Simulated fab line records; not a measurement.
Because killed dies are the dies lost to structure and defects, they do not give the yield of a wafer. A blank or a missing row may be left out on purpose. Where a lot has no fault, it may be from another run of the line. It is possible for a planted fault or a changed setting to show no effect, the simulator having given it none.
Which tool is to blame? ; flow nand_harc ; 11 lots, 33 wafers sampled, at 4 steps of a route of 1302

## WHAT THE GAUGES READ, wafer by wafer
NHARC_A_M0_OVL_MEAS_10: pitch 160 nm.
lot;measured;on;overlay_x_nm (nm)
L262;day 22 10:28;overlay-01;-0.3 0.0 -0.1
L265;day 23 08:02;overlay-01;0.2 -0.4 0.0
L264;day 23 13:13;overlay-01;-0.4 0.3 0.7
L266;day 24 01:18;overlay-02;1.3 1.1 1.6
L272;day 26 21:33;overlay-02;0.1 0.4 0.8
L273;day 27 00:16;overlay-01;0.0 0.3 -0.4
L271;day 27 00:53;overlay-01;0.5 1.0 0.8
L270;day 27 05:23;overlay-01;-0.2 0.1 -0.2
L278;day 29 06:06;overlay-02;8.1 7.9 7.6
L280;day 30 00:55;overlay-01;7.9 8.2 7.9
L284;day 32 03:26;overlay-02;1.4 1.0 1.3

## TOOL THAT RAN EACH LOT (tool first, then ch and the chambers of the sampled wafers, then the start)
lot;NHARC_A_BLC_STRIP_21;NHARC_A_BLC_CVD_24;NHARC_A_M0_EXPOSE_06
L262;rie_diel-08 ch 1,2,3, day 22 07:49;cvd_w-02 ch 0,1, day 22 09:36 or earlier;arfi_scanner-01 ch 0, day 22 10:14
L265;rie_diel-08 ch 0,1, day 23 05:16;cvd_w-02 ch 0,1, day 23 07:02 or earlier;arfi_scanner-02 ch 0, day 23 07:48
L264;rie_diel-08 ch 0,2,3, day 23 10:26;cvd_w-02 ch 0,1, day 23 12:13 or earlier;arfi_scanner-01 ch 0, day 23 12:59
L266;rie_diel-13 ch 1,2,3, day 23 22:31;cvd_w-02 ch 0,1, day 24 00:19 or earlier;arfi_scanner-02 ch 0, day 24 01:04
L272;rie_diel-11 ch 1,2, day 26 18:44;cvd_w-02 ch 0,1, day 26 20:34 or earlier;arfi_scanner-01 ch 0, day 26 21:20
L273;rie_diel-11 ch 0,1, day 26 21:28;cvd_w-02 ch 0,1, day 26 23:16 or earlier;arfi_scanner-02 ch 0, day 27 00:02
L271;rie_diel-08 ch 0,1,3, day 26 22:06;cvd_w-01 ch 0,1, day 26 23:53 or earlier;arfi_scanner-01 ch 0, day 27 00:39
L270;rie_diel-11 ch 0,1,2, day 27 02:35;cvd_w-01 ch 0,1, day 27 04:24 or earlier;arfi_scanner-03 ch 0, day 27 05:10
L278;rie_diel-11 ch 0,2,3, day 29 03:19;cvd_w-02 ch 0, day 29 05:07 or earlier;arfi_scanner-02 ch 0, day 29 05:52
L280;rie_diel-08 ch 1,2,3, day 29 22:17;cvd_w-02 ch 0,1, day 30 00:02 or earlier;arfi_scanner-02 ch 0, day 30 00:41
L284;rie_diel-08 ch 0,1,2, day 32 00:38;cvd_w-01 ch 1, day 32 02:27 or earlier;arfi_scanner-03 ch 0, day 32 03:13
- NHARC_A_BLC_STRIP_21: strips in O2.
- NHARC_A_BLC_CVD_24: deposits W, target thk 150 nm, time 434 s.
- NHARC_A_M0_EXPOSE_06: exposes mask A M0, target cd 80 nm.

## THE ANSWER, worked out from the rows above alone
Rule: the lots themselves supply what counts as usual. The widest of any qualifying gaps counts: lots, ordered by their means at a reading, are off when they make up no more than a third of the lots, leave a main group of 4 or more, and stand apart from it by 3 or more times the standard deviation of that group's means. A main group whose means are all the same, to the digits that the tables above print for the reading, isn't used. A lot without any number at a reading at which 4 lots or more have one is off too. Any other lot the step has rows for is counted as sound.
Off, at NHARC_A_M0_OVL_MEAS_10 on overlay_x_nm: L278, L280. Main group: mean 0.4 nm, sd 0.55.
A tool fits if, at a process step before that reading, it ran every lot that is off, and no sound lot after the first of them. Gauges at NHARC_A_M0_OVL_MEAS_10: tried the same way as those tools. With no start given for some of its lots, NHARC_A_BLC_CVD_24 uses the hours and lot order of NHARC_A_BLC_INSPECT_28. 2 tools fit, cvd_w-02 at NHARC_A_BLC_CVD_24 and arfi_scanner-02 at NHARC_A_M0_EXPOSE_06, so this cannot tell which one it is.

## WHAT WAS PUT IN BY THE SIMULATOR
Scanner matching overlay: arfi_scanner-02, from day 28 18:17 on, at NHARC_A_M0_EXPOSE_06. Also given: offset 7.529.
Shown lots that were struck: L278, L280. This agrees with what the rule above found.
